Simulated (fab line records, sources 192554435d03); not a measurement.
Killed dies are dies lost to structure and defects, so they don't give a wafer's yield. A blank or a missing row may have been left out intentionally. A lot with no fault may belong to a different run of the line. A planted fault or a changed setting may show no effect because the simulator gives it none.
Struck lot and sound lot, side by side || flow n5Finfet || 14 steps out of a route of 1938
Sound: these wafers, L973.1, L973.4, L973.6. The struck wafers were L978.1, L978.5, L978.6. The cause comes at the end.
At each step with rows: each side's tool, then ch and its chambers, then its first start. Under that, the readings that differ: sound wafers || struck wafers || difference of the means || sigmas: that difference in standard deviations of wafers without a fault.
alike: words and numbers the same on both sides, and readings whose means are apart by under 2 such deviations; not compared: readings that were withheld, readings missing a value for some wafer, numbers with overlapping values and no deviation given by the record, and bounds like >300 which may hide the same value.
Wherever a step has rows on one side only, a row that says differs or no value, or a row with sigmas, the two part there. Numbers that have no deviation but don't overlap get no sigmas and don't part them. A reading that every wafer of one side lacks parts them only if that side has two wafers or more.

N5_BEOL_M11_ILD_DEP_00: deposits SiCOH lowk from DEMS/porogen, target thk 308.51 nm, time 58 s.
  sound on pecvd-01 ch 0,2, day 13 18:13; struck on pecvd-01 ch 0,2, day 15 01:30
  alike: heaterPowerW, showerheadPlenumPTorr, throttleValvePct
N5_BEOL_M11_CURE_71: cures SiCOH lowk, time 240 s.
  sound on uvCure-01 ch 1, day 13 18:17; struck on uvCure-01 ch 1, day 15 01:48
  alike: lampPowerPct, wafer_temp_C_max
N5_BEOL_M11_THK_MEAS_01:
  struck on filmMetro-02, day 15 02:19; sound on filmMetro-02, day 13 18:49
  alike: M11_ILD_THK
N5_BEOL_M11_PECVD_70: deposits SiO2 from TEOS/O2, target thk 20 nm, time 22.7 s.
  sound on pecvd-03 ch 0,1, day 13 18:50; struck on pecvd-04 ch 1,2, day 15 02:21
  alike: heaterPowerW, showerheadPlenumPTorr, throttleValvePct
N5_BEOL_M11_HM_DEP_02: deposits TiN, target thk 20 nm.
  struck on pvdSputter-03, day 15 03:11; sound on pvdSputter-03, day 13 19:44
  alike: throttleValvePct
then, 7 steps without rows for these wafers: N5_BEOL_M11_COAT_59 (time 60 s, resist thk 100 nm); N5_BEOL_M11_COAT_60 (time 60 s, resist thk 30 nm); N5_BEOL_M11_COAT_05 (resist thk 90 nm); N5_BEOL_M11_EBR_07; N5_BEOL_M11_SOFTBAKE_06 (time 60 s); N5_BEOL_M11_EXPOSE_08 (exposes mask M11); N5_BEOL_M11_PEB_09 (peb time 60 s).
N5_BEOL_M11_DEVELOP_10: develop time 30 s.
  sound on lithoTrack-05 ch 0, day 13 20:04; struck on lithoTrack-03, day 15 03:37
  no value came back on the struck wafers for chillPlateTempC (C), developTimeS (s); on the sound wafers chillPlateTempC (C) reads 22.98 22.79 23.12
{"reading": "model.CAR-ArF_of_BEOL_M11_COAT_05.thkNm (nm)", "sound": "88.2 88.6 88.4", "struck": "90 90 90.2", "difference": "+2", "sigmas": ""}
N5_BEOL_M11_CD_MEAS_11: the cd target is 64.1 nm.
  sound on cdSem-03 ch 0, day 13 20:07; struck on cdSem-01 ch 0, day 15 03:41
{"reading": "cdNm (nm)", "sound": "63.8 63.7 63.9", "struck": "- - -", "difference": "no value on the struck wafers", "sigmas": ""}

== WHERE THEY PART ==
Last at N5_BEOL_M11_CD_MEAS_11 as far as this record goes, first at N5_BEOL_M11_DEVELOP_10.

WHY: the cause the simulator had injected
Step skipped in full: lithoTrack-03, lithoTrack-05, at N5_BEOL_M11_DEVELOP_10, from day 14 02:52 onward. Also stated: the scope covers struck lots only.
